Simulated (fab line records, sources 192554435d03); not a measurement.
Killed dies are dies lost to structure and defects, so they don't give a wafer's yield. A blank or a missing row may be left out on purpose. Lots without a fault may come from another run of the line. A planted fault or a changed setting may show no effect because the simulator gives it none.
Chamber matching | flow n5_finfet | N5_BEOL_M15_DEP_53 on pecvd-04: 3 sister chambers
The step deposits SiCN from 3MS/NH3, target thk 50 nm, time 17.8 s. 30 wafers are shown with their chamber, then 12 later ones without.

WAFERS WITH THEIR CHAMBER
wafer  | chamber | showerhead_plenum_p_Torr (Torr) | throttle_valve_pct (%)
L077.2 | 1       | 4.196                           | 17.7
L077.3 | 2       | 4.163                           | 17.5
L077.5 | 2       | 4.158                           | 17.1
L078.1 | 2       | 4.157                           | 17.4
L078.2 | 1       | 4.196                           | 17.7
L078.3 | 0       | 4.137                           | 18.2
L080.2 | 1       | 4.172                           | 17.8
L080.3 | 2       | 4.175                           | 17.6
L080.6 | 2       | 4.172                           | 17.5
L083.1 | 0       | 4.125                           | 18.4
L083.5 | 1       | 4.202                           | 17.5
L083.6 | 2       | 4.167                           | 17.6
L082.1 | 0       | 4.114                           | 18.4
L082.4 | 0       | 4.125                           | 18.2
L082.5 | 1       | 4.191                           | 17.6
L084.1 | 1       | 4.184                           | 17.5
L084.2 | 2       | 4.171                           | 17.5
L084.4 | 0       | 4.134                           | 18.3
L086.1 | 2       | 4.159                           | 17.9
L086.2 | 1       | 4.196                           | 17.7
L086.4 | 2       | 4.150                           | 17.5
L085.3 | 0       | 4.125                           | 18.2
L085.4 | 1       | 4.196                           | 17.7
L085.5 | 0       | 4.137                           | 18.0
L088.3 | 0       | 4.138                           | 18.1
L088.4 | 0       | 4.143                           | 18.3
L088.5 | 2       | 4.165                           | 17.6
L089.1 | 1       | 4.187                           | 18.0
L089.2 | 0       | 4.135                           | 18.5
L089.6 | 1       | 4.195                           | 17.9

SIGNATURES (means of the wafers above)
reading                  | chamber 0 | chamber 1 | chamber 2 | scatter within a chamber
showerhead_plenum_p_Torr | 4.13130   | 4.19150   | 4.16370   | 0.00838
throttle_valve_pct       | 18.260    | 17.710    | 17.520    | 0.171
Rule: a wafer's distance from a chamber is the root of the sum, over the readings, of the square of ((its reading less the chamber's mean) divided by the reading's scatter). The wafer belongs to the nearest chamber; if the next one is less than 2 further off, it can't be placed. The scatter: the root of (the sum of the squares of (reading less its chamber's mean) over the shown wafers, divided by (wafers less chambers)).

WAFERS WITHOUT THEIR CHAMBER
wafer  | showerhead_plenum_p_Torr (Torr) | throttle_valve_pct (%)
L090.1 | 4.187                           | 17.7
L090.4 | 4.125                           | 18.4
L090.5 | 4.160                           | 17.6
L091.3 | 4.135                           | 18.3
L091.4 | 4.197                           | 17.7
L091.5 | 4.127                           | 18.2
L093.3 | 4.185                           | 17.8
L093.4 | 4.173                           | 17.8
L093.6 | 4.184                           | 17.7
L096.3 | 4.145                           | 18.4
L096.5 | 4.163                           | 17.5
L096.6 | 4.140                           | 18.2

WHICH CHAMBER EACH WENT THROUGH
wafer  | from the rows above     | in truth
L090.1 | 1                       | 1
L090.4 | 0                       | 0
L090.5 | 2                       | 2
L091.3 | 0                       | 0
L091.4 | 1                       | 1
L091.5 | 0                       | 0
L093.3 | 1                       | 1
L093.4 | can't be placed: 2 or 1 | 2
L093.6 | can't be placed: 1 or 2 | 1
L096.3 | 0                       | 0
L096.5 | 2                       | 2
L096.6 | 0                       | 0
Placed correctly: 10 of 12. Can't be placed from these rows: 2 (the true chamber is among the candidates in 2). Placed wrongly: 0.
